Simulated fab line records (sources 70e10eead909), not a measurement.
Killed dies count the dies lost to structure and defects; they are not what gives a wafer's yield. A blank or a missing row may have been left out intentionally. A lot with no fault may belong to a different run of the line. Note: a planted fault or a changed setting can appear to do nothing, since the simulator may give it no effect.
The tool behind it: which one? / flow nand harc / 6 lots with 18 wafers sampled at 6 steps, on a route of 1159 steps

WHAT EACH GAUGE READ, for each wafer
NHARC_END_SORT_01.
lot / measured / on / defect limited yield (%)

EACH LOT AND THE TOOL THAT RAN IT (in order: tool; ch and the chambers of the sampled wafers; start)
lot=L992; NHARC_P_M2_PVD_20=pvd sputter-02, day 7 00:05 or earlier; NHARC_P_M2_ECD_22=ecd cu-02 ch 0,1, day 7 00:05; NHARC_P_M2_CMP_23=cmp-02 ch 1,2,3, day 7 00:51; NHARC_P_M2_PRE_CLEAN_32=pecvd-03 ch 0,2, day 7 01:21; NHARC_P_M2_DEP_33=pecvd-03 ch 0,2, day 7 01:26
lot=L997; NHARC_P_M2_PVD_20=pvd sputter-03, day 8 08:07 or earlier; NHARC_P_M2_ECD_22=ecd cu-02 ch 0,1, day 8 08:07; NHARC_P_M2_CMP_23=cmp-02 ch 0,3, day 8 08:47; NHARC_P_M2_PRE_CLEAN_32=pecvd-03 ch 0,1,2, day 8 09:19; NHARC_P_M2_DEP_33=pecvd-03 ch 0,1,2, day 8 09:24
lot=L100; NHARC_P_M2_PVD_20=pvd sputter-03, day 9 12:31 or earlier; NHARC_P_M2_ECD_22=ecd cu-01 ch 1, day 9 12:31; NHARC_P_M2_CMP_23=cmp-01 ch 0,2,3, day 9 13:16; NHARC_P_M2_PRE_CLEAN_32=pecvd-02 ch 1,2, day 9 14:14; NHARC_P_M2_DEP_33=pecvd-02 ch 1,2, day 9 14:23
lot=L104; NHARC_P_M2_PVD_20=pvd sputter-03, day 9 22:37 or earlier; NHARC_P_M2_ECD_22=ecd cu-01 ch 0,1, day 9 22:37; NHARC_P_M2_CMP_23=cmp-01 ch 0,2,3, day 9 23:14; NHARC_P_M2_PRE_CLEAN_32=pecvd-03 ch 0,1, day 9 23:46; NHARC_P_M2_DEP_33=pecvd-03 ch 0,1, day 9 23:51
lot=L106; NHARC_P_M2_PVD_20=pvd sputter-03, day 10 11:06 or earlier; NHARC_P_M2_ECD_22=ecd cu-01 ch 0,1, day 10 11:06; NHARC_P_M2_CMP_23=cmp-01 ch 0,1,2, day 10 11:51; NHARC_P_M2_PRE_CLEAN_32=pecvd-01 ch 0,1,2, day 10 12:22; NHARC_P_M2_DEP_33=pecvd-01 ch 0,1,2, day 10 12:26
lot=L112; NHARC_P_M2_PVD_20=pvd sputter-03, day 12 00:59 or earlier; NHARC_P_M2_ECD_22=ecd cu-01 ch 0,1, day 12 00:59; NHARC_P_M2_CMP_23=cmp-01 ch 2,3, day 12 01:47; NHARC_P_M2_PRE_CLEAN_32=pecvd-01 ch 1,2, day 12 02:21; NHARC_P_M2_DEP_33=pecvd-01 ch 1,2, day 12 02:25
- NHARC_P_M2_PVD_20: deposits TaN, target thk 5 nm, time 8.06 s.
- NHARC_P_M2_ECD_22: material Cu, target thk 400 nm.
- NHARC_P_M2_CMP_23: polishes, t overpolish 20 s, target thk 144.3 nm.
- NHARC_P_M2_PRE_CLEAN_32: time 12 s.
- NHARC_P_M2_DEP_33: deposits SiCN, target thk 30 nm.

THE ANSWER, worked out from the rows above alone
Rule: the lots themselves supply what counts as usual. Put in order of their means at a reading, lots are off if they are a third of the lots or fewer, leave a main group of 4 or more, and stand apart from it by a gap of 3 or more times the standard deviation of the main group's means; of several such gaps the widest counts. Not used: any main group whose means are identical at the precision the tables above print for the reading. A lot without any number at a reading at which 4 lots or more have one is off too. Any other lot the step has rows for is counted as sound.
None of the lots is off at any reading shown; this tells nothing.

WHAT WAS PUT IN BY THE SIMULATOR
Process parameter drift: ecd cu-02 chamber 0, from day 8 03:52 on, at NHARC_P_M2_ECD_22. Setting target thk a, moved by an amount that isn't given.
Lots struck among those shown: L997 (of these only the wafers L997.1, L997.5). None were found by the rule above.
